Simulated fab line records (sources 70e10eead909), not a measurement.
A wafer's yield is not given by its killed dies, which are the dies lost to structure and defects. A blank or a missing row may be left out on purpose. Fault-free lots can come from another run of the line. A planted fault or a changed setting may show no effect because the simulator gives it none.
Matching of chambers	flow nand harc	NHARC_A_STAIRCASE_ETCH_444 on rie diel-01: 4 sister chambers
The step etches the open film in C4F8/O2, target depth 10200 nm, time 3400 s. 4 wafers are shown with their chamber, then 7 later ones without.

== WAFERS WITH THEIR CHAMBER ==
wafer	chamber	rf vpp V (V)
L082.5	0	811
L088.2	1	805
L090.1	2	810
L090.3	3	810

== WAFERS WITH NO CHAMBER GIVEN ==
wafer	rf vpp V (V)
L090.5	803
L094.1	810
L094.3	804
L094.6	810
L095.3	810
L095.5	808
L095.6	804

== WHICH CHAMBER EACH WENT THROUGH ==
wafer	from the rows above	in truth
L090.5	1	1
L094.1	can't be placed: 2 or 3 or 0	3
L094.3	1	1
L094.6	can't be placed: 2 or 3 or 0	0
L095.3	can't be placed: 2 or 3 or 0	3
L095.5	can't be placed: 2 or 3 or 0 or 1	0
L095.6	1	1
Placed correctly: 3 of 7. Unplaceable from these rows: 4, with the true chamber sitting among the candidates in 4. 0 placed wrongly.
How it was worked out, from the rows above alone: a wafer's distance from a chamber is the root of the sum, over the readings, of the square of ((its reading less the chamber's mean) divided by the reading's scatter). The wafer belongs to the nearest chamber; if the next one is less than 2 further off, it can't be placed. For every chamber, the mean is computed from those of its wafers that are shown. The scatter: with one shown wafer a chamber, the root of the mean of the squares of how far each hidden wafer lies from its nearest shown one.
